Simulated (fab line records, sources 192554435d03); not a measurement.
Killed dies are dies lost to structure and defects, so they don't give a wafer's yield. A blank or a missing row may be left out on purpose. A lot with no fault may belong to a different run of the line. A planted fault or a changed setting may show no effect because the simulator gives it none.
Matching of chambers :: flow n5Finfet :: N5_BEOL_M4_ALD_84 on aldMetal-04: 4 sister chambers
The step deposits TaN, pulse time 2 s, purge time 3 s, co reactant purge time 2 s. 4 wafers are shown with their chamber, then 8 later ones without.

== WAFERS PAIRED WITH THEIR CHAMBERS ==
wafer: L084.1
chamber: 1
heaterPowerW (W): 391

wafer: L084.3
chamber: 3
heaterPowerW (W): 421

wafer: L085.4
chamber: 2
heaterPowerW (W): 368

wafer: L088.1
chamber: 0
heaterPowerW (W): 419

== WAFERS WITHOUT THEIR CHAMBER ==
wafer: L088.3
heaterPowerW (W): 366

wafer: L088.5
heaterPowerW (W): 357

wafer: L094.1
heaterPowerW (W): 407

wafer: L094.3
heaterPowerW (W): 356

wafer: L094.4
heaterPowerW (W): 390

wafer: L097.2
heaterPowerW (W): 410

wafer: L097.5
heaterPowerW (W): 359

wafer: L097.6
heaterPowerW (W): 390

== WHICH CHAMBER EACH ONE RAN IN ==
wafer: L088.3
from the rows above: 2
in truth: 2

wafer: L088.5
from the rows above: 2
in truth: 2

wafer: L094.1
from the rows above: can't be placed: 0 or 3 or 1
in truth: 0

wafer: L094.3
from the rows above: 2
in truth: 2

wafer: L094.4
from the rows above: 1
in truth: 1

wafer: L097.2
from the rows above: can't be placed: 0 or 3 or 1
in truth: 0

wafer: L097.5
from the rows above: 2
in truth: 2

wafer: L097.6
from the rows above: 1
in truth: 1
Correct placement for 6 of the 8. Cannot be placed on the basis of these rows: 2; the candidates contain the true chamber in 2. Number placed wrongly: 0.
How it was worked out, from the rows above alone: a wafer's distance from a chamber is the root of the sum, over the readings, of the square of ((its reading less the chamber's mean) divided by the reading's scatter). If the next closest chamber is less than 2 further off than the closest, the wafer can't be placed; otherwise it belongs to the closest. Each chamber's mean is taken over the wafers shown for it. The scatter: with one shown wafer a chamber, the root of the mean of the squares of how far each hidden wafer lies from its nearest shown one.
